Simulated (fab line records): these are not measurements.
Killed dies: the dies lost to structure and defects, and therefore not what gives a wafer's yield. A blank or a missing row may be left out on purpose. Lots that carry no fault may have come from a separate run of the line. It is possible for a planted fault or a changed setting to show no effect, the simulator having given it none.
Chamber matching / flow nand_harc / NHARC_A_CHANNEL_FILL_D2_ETCHBACK_20 on rie_diel-05: 4 sister chambers
The step etches the open film in C4F8/O2/Ar, target depth 27 nm, time 13.5 s. 18 wafers are shown with their chamber, then 9 later ones without.

WAFERS PAIRED WITH THEIR CHAMBERS
wafer=L074.1; chamber=3; rf_vpp_V (V)=976; oes_product_au (a.u.)=1.001
wafer=L074.2; chamber=1; rf_vpp_V (V)=983; oes_product_au (a.u.)=1.002
wafer=L074.4; chamber=2; rf_vpp_V (V)=988; oes_product_au (a.u.)=1.017
wafer=L075.3; chamber=1; rf_vpp_V (V)=983; oes_product_au (a.u.)=1.002
wafer=L075.5; chamber=0; rf_vpp_V (V)=984; oes_product_au (a.u.)=0.998
wafer=L075.6; chamber=1; rf_vpp_V (V)=985; oes_product_au (a.u.)=0.995
wafer=L084.2; chamber=3; rf_vpp_V (V)=977; oes_product_au (a.u.)=0.999
wafer=L084.5; chamber=1; rf_vpp_V (V)=984; oes_product_au (a.u.)=1.004
wafer=L084.6; chamber=0; rf_vpp_V (V)=983; oes_product_au (a.u.)=1.007
wafer=L082.1; chamber=3; rf_vpp_V (V)=976; oes_product_au (a.u.)=1.001
wafer=L082.4; chamber=1; rf_vpp_V (V)=981; oes_product_au (a.u.)=1.009
wafer=L082.5; chamber=3; rf_vpp_V (V)=976; oes_product_au (a.u.)=1.006
wafer=L083.2; chamber=0; rf_vpp_V (V)=984; oes_product_au (a.u.)=1.004
wafer=L083.3; chamber=3; rf_vpp_V (V)=979; oes_product_au (a.u.)=1.005
wafer=L083.4; chamber=2; rf_vpp_V (V)=986; oes_product_au (a.u.)=1.008
wafer=L090.1; chamber=3; rf_vpp_V (V)=976; oes_product_au (a.u.)=0.983
wafer=L090.2; chamber=0; rf_vpp_V (V)=984; oes_product_au (a.u.)=0.975
wafer=L090.6; chamber=0; rf_vpp_V (V)=985; oes_product_au (a.u.)=0.987

SIGNATURES (averages over the wafers above)
reading=rf_vpp_V; chamber 0=984.00; chamber 1=983.20; chamber 2=987.00; chamber 3=976.67; scatter within a chamber=1.2
reading=oes_product_au; chamber 0=0.99420; chamber 1=1.00240; chamber 2=1.01250; chamber 3=0.99917; scatter within a chamber=0.0092
Rule: for a wafer and a chamber, the distance is found by dividing, reading by reading, the gap between the wafer's reading and the chamber's mean by the reading's scatter, squaring, summing and taking the root. If the next closest chamber is less than 2 further off than the closest, the wafer can't be placed; otherwise it belongs to the closest. The scatter: take each reading less its chamber's mean, square it, sum over the shown wafers, divide by the number of wafers less the number of chambers, and take the root.

WAFERS MISSING THEIR CHAMBER
wafer=L094.2; rf_vpp_V (V)=984; oes_product_au (a.u.)=1.009
wafer=L094.3; rf_vpp_V (V)=976; oes_product_au (a.u.)=1.005
wafer=L094.5; rf_vpp_V (V)=983; oes_product_au (a.u.)=1.022
wafer=L096.2; rf_vpp_V (V)=977; oes_product_au (a.u.)=0.919
wafer=L096.4; rf_vpp_V (V)=988; oes_product_au (a.u.)=0.931
wafer=L096.5; rf_vpp_V (V)=984; oes_product_au (a.u.)=0.930
wafer=L097.1; rf_vpp_V (V)=985; oes_product_au (a.u.)=1.018
wafer=L097.3; rf_vpp_V (V)=976; oes_product_au (a.u.)=1.011
wafer=L097.4; rf_vpp_V (V)=985; oes_product_au (a.u.)=0.997

WHICH CHAMBER EACH WENT THROUGH
wafer=L094.2; from the rows above=can't be placed: 1 or 0 or 2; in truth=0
wafer=L094.3; from the rows above=3; in truth=3
wafer=L094.5; from the rows above=can't be placed: 1 or 0 or 2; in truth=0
wafer=L096.2; from the rows above=can't be placed: 3 or 0 or 1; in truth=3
wafer=L096.4; from the rows above=can't be placed: 0 or 1 or 2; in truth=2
wafer=L096.5; from the rows above=can't be placed: 0 or 1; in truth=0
wafer=L097.1; from the rows above=can't be placed: 2 or 1 or 0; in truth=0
wafer=L097.3; from the rows above=3; in truth=3
wafer=L097.4; from the rows above=can't be placed: 0 or 1 or 2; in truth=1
Correct placement for 2 of the 9. Can't be placed from these rows: 7 (the true chamber is among the candidates in 7). Placed wrongly: 0.
